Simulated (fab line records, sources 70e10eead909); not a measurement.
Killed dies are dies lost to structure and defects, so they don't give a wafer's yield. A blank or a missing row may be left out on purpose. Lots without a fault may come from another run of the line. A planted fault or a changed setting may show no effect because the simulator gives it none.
Which tool did it? | flow nand_harc | 24 lots, 72 wafers sampled, at 4 steps of a route of 1159

WHAT THE GAUGES READ, wafer by wafer
NHARC_A_SGD_CUT_OVL_MEAS_10.
lot  | measured     | on         | overlay_x_nm (nm) | overlay_y_nm (nm)
L076 | day 14 13:04 | overlay-02 | -0.6 -1.2 -1.3    | -1.0 -0.7 -0.2
L074 | day 14 12:26 | overlay-01 | -0.5 -0.6 -0.8    | 0.7 0.6 1.2
L075 | day 14 11:51 | overlay-02 | 0.2 0.1 0.4       | -0.3 0.4 0.6
L079 | day 14 18:58 | overlay-01 | -0.4 -0.4 -0.7    | 2.1 1.8 1.9
L078 | day 15 01:18 | overlay-02 | 1.5 1.2 1.7       | -1.9 -1.7 -2.1
L077 | day 15 02:59 | overlay-01 | 0.7 0.7 1.0       | -0.6 -0.3 -0.3
L080 | day 15 00:58 | overlay-01 | -1.2 -0.5 -0.7    | 0.9 1.2 1.2
L081 | day 15 05:34 | overlay-01 | 1.0 1.6 1.3       | -0.8 -0.7 -0.7
L082 | day 16 11:06 | overlay-01 | -0.4 0.0 -0.2     | -0.3 0.2 -0.4
L084 | day 16 17:28 | overlay-02 | -0.8 -0.9 -0.9    | -0.5 -0.5 -0.7
L083 | day 16 18:43 | overlay-02 | 0.0 -0.9 -0.4     | 0.1 0.1 -0.3
L086 | day 16 16:53 | overlay-02 | -1.2 -1.8 -1.6    | 0.4 0.0 0.4
L088 | day 16 19:08 | overlay-02 | -0.2 -0.5 -0.2    | 0.2 0.3 0.3
L085 | day 16 17:18 | overlay-02 | 0.9 0.2 0.6       | 0.3 1.0 0.4
L089 | day 17 12:24 | overlay-01 | 0.0 -0.1 0.1      | 0.0 0.1 0.0
L087 | day 17 11:39 | overlay-01 | -1.2 -0.9 -0.5    | 0.9 0.6 0.5
L090 | day 18 03:08 | overlay-01 | -1.5 -1.3 -1.5    | 0.6 0.3 0.8
L092 | day 18 13:56 | overlay-01 | -0.3 -0.6 0.3     | -2.2 -1.8 -1.6
L091 | day 18 16:02 | overlay-02 | 0.4 0.2 -0.1      | -0.1 0.7 0.3
L094 | day 18 11:54 | overlay-02 | -1.0 -1.2 -0.6    | -0.2 0.2 -0.6
L093 | day 18 12:19 | overlay-01 | 0.1 -0.1 0.3      | -0.3 0.0 -0.1
L095 | day 19 09:39 | overlay-02 | 0.9 1.1 0.8       | 0.3 -0.1 0.6
L096 | day 19 15:14 | overlay-02 | -1.6 -0.8 -1.5    | 1.3 1.0 1.1
L097 | day 19 14:13 | overlay-02 | -0.5 0.0 -0.1     | 1.1 1.1 0.9

NHARC_A_SLIT_CD_MEAS_09: target cd 300 nm.
lot  | measured     | on        | cd_nm (nm)
L076 | day 14 21:20 | cd_sem-02 | 300.6 300.2 300.1
L074 | day 14 22:16 | cd_sem-01 | 300.2 300.7 300.5
L075 | day 14 21:08 | cd_sem-01 | 300.7 299.5 300.0
L079 | day 15 04:23 | cd_sem-02 | 300.4 300.6 300.3
L078 | day 15 16:07 | cd_sem-01 | 300.5 300.2 299.8
L077 | day 15 15:41 | cd_sem-02 | 299.1 300.0 299.8
L080 | day 15 14:14 | cd_sem-01 | 300.3 301.1 301.0
L081 | day 15 14:56 | cd_sem-02 | 300.1 300.0 300.3
L082 | day 16 20:53 | cd_sem-02 | 300.3 299.3 298.8
L084 | day 17 04:27 | cd_sem-03 | 300.3 300.2 299.9
L083 | day 17 03:36 | cd_sem-03 | 300.7 299.8 299.5
L086 | day 17 05:32 | cd_sem-01 | 300.3 300.9 300.3
L088 | day 17 05:56 | cd_sem-02 | 300.3 300.9 300.7
L085 | day 17 03:58 | cd_sem-03 | 299.1 299.3 298.6
L089 | day 17 22:17 | cd_sem-03 | 300.7 301.3 300.8
L087 | day 17 22:41 | cd_sem-02 | 300.3 300.1 300.0
L090 | day 18 12:52 | cd_sem-03 | 300.2 300.2 299.9
L092 | day 18 22:10 | cd_sem-01 | 300.4 300.2 300.4
L091 | day 19 04:22 | cd_sem-03 | 299.4 299.3 299.4
L094 | day 18 22:16 | cd_sem-01 | 300.4 299.6 299.5
L093 | day 18 22:25 | cd_sem-03 | 300.1 299.6 299.9
L095 | day 19 19:14 | cd_sem-02 | 301.0 300.6 300.9
L096 | day 20 02:06 | cd_sem-03 | 300.8 300.4 301.0
L097 | day 20 02:15 | cd_sem-03 | 299.1 299.2 300.3

WHICH TOOL RAN EACH LOT (tool, then ch and the chambers of the sampled wafers, then the start)
lot  | NHARC_A_STAIRCASE_ETCH_313         | NHARC_A_STAIRCASE_DEP_417
L076 | rie_diel-08 ch 1,2, day 12 11:14   | pecvd-02 ch 1,2, day 12 15:22
L074 | rie_diel-08 ch 0,1,2, day 12 13:14 | pecvd-01 ch 0,1, day 12 17:31
L075 | rie_diel-01 ch 0,1,3, day 12 13:33 | pecvd-03 ch 0,1,2, day 12 17:45
L079 | rie_diel-07 ch 0,2,3, day 12 21:17 | pecvd-02 ch 1,2, day 13 01:43
L078 | rie_diel-07 ch 1,2,3, day 12 23:44 | pecvd-01 ch 0,1,2, day 13 06:16
L077 | rie_diel-08 ch 0,1,3, day 13 00:56 | pecvd-01 ch 0,1,2, day 13 05:40
L080 | rie_diel-01 ch 2,3, day 13 02:55   | pecvd-01 ch 0,2, day 13 07:13
L081 | rie_diel-08 ch 1,3, day 13 07:01   | pecvd-01 ch 0,1,2, day 13 11:05
L082 | rie_diel-07 ch 1,2, day 14 09:12   | pecvd-03 ch 0,2, day 14 14:51
L084 | rie_diel-07 ch 2,3, day 14 13:28   | pecvd-03 ch 0,1, day 14 17:38
L083 | rie_diel-08 ch 0,2,3, day 14 17:35 | pecvd-03 ch 1,2, day 15 00:38
L086 | rie_diel-08 ch 1,2,3, day 14 20:50 | pecvd-03 ch 1,2, day 15 02:35
L088 | rie_diel-01 ch 2,3, day 14 23:31   | pecvd-03 ch 0,2, day 15 03:47
L085 | rie_diel-07 ch 0,1,3, day 15 01:32 | pecvd-03 ch 0,1,2, day 15 05:38
L089 | rie_diel-08 ch 0,3, day 15 13:17   | pecvd-01 ch 0,1,2, day 15 17:39
L087 | rie_diel-07 ch 1,2,3, day 15 14:14 | pecvd-01 ch 0,1,2, day 15 18:46
L090 | rie_diel-08 ch 0,2,3, day 16 02:29 | pecvd-01 ch 0,1,2, day 16 07:19
L092 | rie_diel-08 ch 0,1,2, day 16 11:15 | pecvd-03 ch 1,2, day 16 18:35
L091 | rie_diel-08 ch 0,1,2, day 16 14:39 | pecvd-03 ch 1,2, day 16 19:10
L094 | rie_diel-01 ch 2,3, day 16 18:13   | pecvd-03 ch 1,2, day 16 22:34
L093 | rie_diel-08 ch 0,2,3, day 16 19:31 | pecvd-03 ch 1,2, day 16 23:39
L095 | rie_diel-01 ch 0,2,3, day 17 08:11 | pecvd-01 ch 0,1,2, day 17 12:29
L096 | rie_diel-01 ch 0,2,3, day 17 15:28 | pecvd-03 ch 1,2, day 17 19:33
L097 | rie_diel-08 ch 0,1,3, day 17 16:44 | pecvd-03 ch 0,2, day 17 20:51
- NHARC_A_STAIRCASE_ETCH_313: etches the open film in CF4/CHF3.
- NHARC_A_STAIRCASE_DEP_417: deposits Si3N4, target thk 60 nm.

WHAT THE TOOLS THEMSELVES READ (means of the sampled wafers that have a number; where no wafer has one, the mark that the record gives instead)
NHARC_A_STAIRCASE_ETCH_313.
lot  | tool        | drypump_motor_current_A (A) | oes_product_au (a.u.) | rf_vpp_V (V) | showerhead_plenum_p_Torr (Torr) | throttle_valve_pct (%)
L076 | rie_diel-08 | 5.8                         | 0.941                 | 369.5        | 1.52                            | 16.797
L074 | rie_diel-08 | 5.8                         | 0.956                 | 368.4        | 1.51                            | 16.789
L075 | rie_diel-01 | 5.7                         | 0.924                 | 368.4        | 1.50                            | 16.804
L079 | rie_diel-07 | 5.7                         | 0.973                 | 372.6        | 1.61                            | 16.800
L078 | rie_diel-07 | 5.6                         | 0.935                 | 370.2        | 1.57                            | 16.797
L077 | rie_diel-08 | 5.6                         | 0.933                 | 367.4        | 1.50                            | 16.812
L080 | rie_diel-01 | 5.8                         | 0.922                 | 370.8        | 1.59                            | 16.803
L081 | rie_diel-08 | 5.5                         | 0.920                 | 367.6        | 1.53                            | 16.797
L082 | rie_diel-07 | 5.7                         | 0.935                 | 370.7        | 1.57                            | 16.807
L084 | rie_diel-07 | 5.5                         | 0.960                 | 370.7        | 1.56                            | 16.799
L083 | rie_diel-08 | 5.8                         | 0.940                 | 367.5        | 1.49                            | 16.799
L086 | rie_diel-08 | 5.7                         | 0.912                 | 367.5        | 1.51                            | 16.804
L088 | rie_diel-01 | 5.6                         | 0.940                 | 370.0        | 1.57                            | 16.806
L085 | rie_diel-07 | 5.6                         | 0.915                 | 372.1        | 1.59                            | 16.802
L089 | rie_diel-08 | 5.6                         | 0.975                 | 366.7        | 1.48                            | 16.808
L087 | rie_diel-07 | 5.6                         | 0.922                 | 370.1        | 1.56                            | 16.808
L090 | rie_diel-08 | 5.8                         | 0.928                 | 367.8        | 1.49                            | 16.806
L092 | rie_diel-08 | 5.8                         | 0.934                 | 367.9        | 1.51                            | 16.798
L091 | rie_diel-08 | 5.8                         | 0.928                 | 368.4        | 1.51                            | 16.808
L094 | rie_diel-01 | 5.8                         | 0.919                 | 370.8        | 1.59                            | 16.806
L093 | rie_diel-08 | 5.8                         | 0.966                 | 367.7        | 1.49                            | 16.798
L095 | rie_diel-01 | 6.0                         | 0.960                 | 369.1        | 1.54                            | 16.805
L096 | rie_diel-01 | 6.0                         | 0.932                 | 369.1        | 1.54                            | 16.798
L097 | rie_diel-08 | 5.6                         | 0.950                 | 368.3        | 1.50                            | 16.809

NHARC_A_STAIRCASE_DEP_417.
lot  | tool     | heater_power_w (W)
L076 | pecvd-02 | 732
L074 | pecvd-01 | 630
L075 | pecvd-03 | 730
L079 | pecvd-02 | 765
L078 | pecvd-01 | 691
L077 | pecvd-01 | 686
L080 | pecvd-01 | 719
L081 | pecvd-01 | 724
L082 | pecvd-03 | 740
L084 | pecvd-03 | 745
L083 | pecvd-03 | 753
L086 | pecvd-03 | 703
L088 | pecvd-03 | 754
L085 | pecvd-03 | 719
L089 | pecvd-01 | 679
L087 | pecvd-01 | 692
L090 | pecvd-01 | 676
L092 | pecvd-03 | 673
L091 | pecvd-03 | 691
L094 | pecvd-03 | 662
L093 | pecvd-03 | 628
L095 | pecvd-01 | 704
L096 | pecvd-03 | 759
L097 | pecvd-03 | 817

THE ANSWER, worked out from the rows above alone
Rule: what is usual is taken from the lots themselves. Put in order of their means at a reading, lots are off if they are a third of the lots or fewer, leave a main group of 4 or more, and stand apart from it by a gap of 3 or more times the standard deviation of the main group's means; of several such gaps the widest counts. A main group whose means are all the same, to the digits that the tables above print for the reading, isn't used. A lot without any number at a reading at which 4 lots or more have one is off too. The other lots that the step has rows for count as sound. The gauges are gone through in route order, then the tools' own readings, and for those a lot's mean is taken as printed above. The first step at which some lot is off is used, and at that step the reading that is off furthest; a lot without a number counts as furthest.
No lot is off at any reading shown: from this, nothing can be told.

WHAT THE SIMULATOR HAD PUT IN
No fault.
